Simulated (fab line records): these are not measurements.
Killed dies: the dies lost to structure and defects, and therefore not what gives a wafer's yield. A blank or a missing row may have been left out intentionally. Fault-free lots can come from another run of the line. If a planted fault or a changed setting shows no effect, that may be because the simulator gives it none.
Which tool did it? ; flow n5-finfet ; 11 lots, 33 wafers sampled, at 4 steps of a route of 1938

## WHAT THE GAUGES SHOWED, per wafer
N5_BEOL_M12_CD_MEAS_10: target cd 140 nm. Usual: cd-nm reads 140.0 nm (standard deviation 1.4).
lot;measured;on;cd-nm (nm);flag
L788;day 11 14:32;cd-sem-01;139.0 141.1 139.0;
L792;day 12 05:05;cd-sem-03;139.8 141.1 138.6;
L791;day 13 01:56;cd-sem-01;139.8 141.3 140.5;
L795;day 13 15:22;cd-sem-02;139.5 140.1 140.3;
L794;day 13 22:46;cd-sem-01;139.3 139.8 142.1;
L797;day 14 05:13;cd-sem-03;139.5 138.0 140.6;
L798;day 14 23:22;cd-sem-03;138.7 139.1 137.8;
L800;day 15 10:27;cd-sem-02;141.1 141.9 139.3;
L807;day 16 17:34;cd-sem-03;139.4 139.2 138.6;
L808;day 16 21:06;cd-sem-03;141.2 138.4 141.2;
L809;day 17 15:01;cd-sem-03;140.1 141.1 141.5;

## EACH LOT AND THE TOOL THAT RAN IT (in order: tool; ch and the chambers of the sampled wafers; start)
lot;N5_BEOL_M11_DEGAS_44;N5_BEOL_M11_PRE_CLEAN_45;N5_BEOL_M12_COAT_58
L788;pvd-sputter-01, day 11 12:15;pvd-sputter-01, day 11 12:17;litho-track-03 ch 0, day 11 14:08
L792;pvd-sputter-02, day 12 02:33;pvd-sputter-02, day 12 02:35;litho-track-03 ch 0, day 12 04:48
L791;pvd-sputter-02, day 12 23:52;pvd-sputter-02, day 12 23:55;litho-track-03 ch 0, day 13 01:40
L795;pvd-sputter-01, day 13 12:55;pvd-sputter-01, day 13 12:57;litho-track-02 ch 0, day 13 14:59
L794;pvd-sputter-01, day 13 20:13;pvd-sputter-01, day 13 20:15;litho-track-03 ch 0, day 13 22:29
L797;pvd-sputter-01, day 14 02:14;pvd-sputter-01, day 14 02:17;litho-track-02 ch 0, day 14 04:49
L798;pvd-sputter-01, day 14 20:17;pvd-sputter-01, day 14 20:20;litho-track-02 ch 0, day 14 23:05
L800;pvd-sputter-02, day 15 08:15;pvd-sputter-02, day 15 08:17;litho-track-02 ch 0, day 15 10:11
L807;pvd-sputter-01, day 16 13:45;pvd-sputter-01, day 16 13:47;litho-track-03 ch 0, day 16 17:10
L808;pvd-sputter-03, day 16 18:01;pvd-sputter-03, day 16 18:03;litho-track-01 ch 0, day 16 20:50
L809;pvd-sputter-02, day 17 12:16;pvd-sputter-02, day 17 12:18;litho-track-01 ch 0, day 17 14:44
- N5_BEOL_M11_DEGAS_44: time 60 s.
- N5_BEOL_M11_PRE_CLEAN_45: time 30 s.
- N5_BEOL_M12_COAT_58: time 60 s, resist thk 89 nm.

## AS READ BY THE TOOLS THEMSELVES (means over the sampled wafers that have a number; for cases with no such wafer, the mark the record gives instead)
N5_BEOL_M11_DEGAS_44. Usual: heater-power-w reads 331 W (standard deviation 35).
lot;tool;heater-power-w (W);flag
L788;pvd-sputter-01;333;
L792;pvd-sputter-02;335;
L791;pvd-sputter-02;364;
L795;pvd-sputter-01;309;
L794;pvd-sputter-01;307;
L797;pvd-sputter-01;327;
L798;pvd-sputter-01;336;
L800;pvd-sputter-02;352;
L807;pvd-sputter-01;324;
L808;pvd-sputter-03;323;
L809;pvd-sputter-02;324;

N5_BEOL_M11_PRE_CLEAN_45. Usual: heater-power-w reads 331 W (standard deviation 35).
lot;tool;heater-power-w (W);flag
L788;pvd-sputter-01;338;
L792;pvd-sputter-02;342;
L791;pvd-sputter-02;368;
L795;pvd-sputter-01;309;
L794;pvd-sputter-01;309;
L797;pvd-sputter-01;323;
L798;pvd-sputter-01;333;
L800;pvd-sputter-02;349;
L807;pvd-sputter-01;326;
L808;pvd-sputter-03;320;
L809;pvd-sputter-02;325;

N5_BEOL_M12_COAT_58. Usual: chill-plate-temp-C 22.99 C, standard deviation 0.12; plate-temp-C 205.02 C, standard deviation 0.14; spin-speed-rpm 1500.1 rpm, standard deviation 1.1.
lot;tool;chill-plate-temp-C (C);plate-temp-C (C);spin-speed-rpm (rpm);flag
L788;litho-track-03;23.03;205.09;1501.1;
L792;litho-track-03;22.90;205.09;1499.9;
L791;litho-track-03;23.13;205.25;1499.7;
L795;litho-track-02;23.06;204.80;1499.8;
L794;litho-track-03;22.94;204.97;1500.0;
L797;litho-track-02;23.04;205.00;1500.6;
L798;litho-track-02;23.13;204.94;1232.3;OFF
L800;litho-track-02;22.99;204.84;1231.8;OFF
L807;litho-track-03;22.94;205.05;1499.8;
L808;litho-track-01;22.94;205.02;1500.5;
L809;litho-track-01;23.10;205.09;1500.4;

## THE ANSWER, worked out from the rows above alone
Rule: a lot counts as off when the mean over its wafers that have a number is more than 3 standard deviations away from the usual mean. A lot without any number at a reading at which 4 lots or more have one is off too. Where the step has rows for the other lots, those lots are counted as sound. The gauges are gone through in route order, then the tools' own readings, and for those a lot's mean is taken as printed above. The first step at which some lot is off is used, and at that step the reading that is off furthest; a lot without a number counts as furthest.
Off at N5_BEOL_M12_COAT_58 (spin-speed-rpm): L798, L800.
A tool fits if, at that step or a process step before it, it ran every lot that is off, and no sound lot after the first of them. One fits: N5_BEOL_M12_COAT_58 on litho-track-02. A fault onset in the window from L797 (day 14 04:49, its last sound lot) to L798 (day 14 23:05, its first lot off) fits.
The tool's own readings at N5_BEOL_M12_COAT_58 bear it out: on the lots that are off they differ by more than 5 times the standard deviation of the sound lots' means. spin-speed-rpm reads 1232.0 rpm there against 1500.2 rpm on the sound lots.

## WHAT WAS PUT IN BY THE SIMULATOR
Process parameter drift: litho-track-02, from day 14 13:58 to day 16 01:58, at N5_BEOL_M12_COAT_58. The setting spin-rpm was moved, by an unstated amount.
Shown lots that were struck: L798, L800. The rule given above showed the same thing.
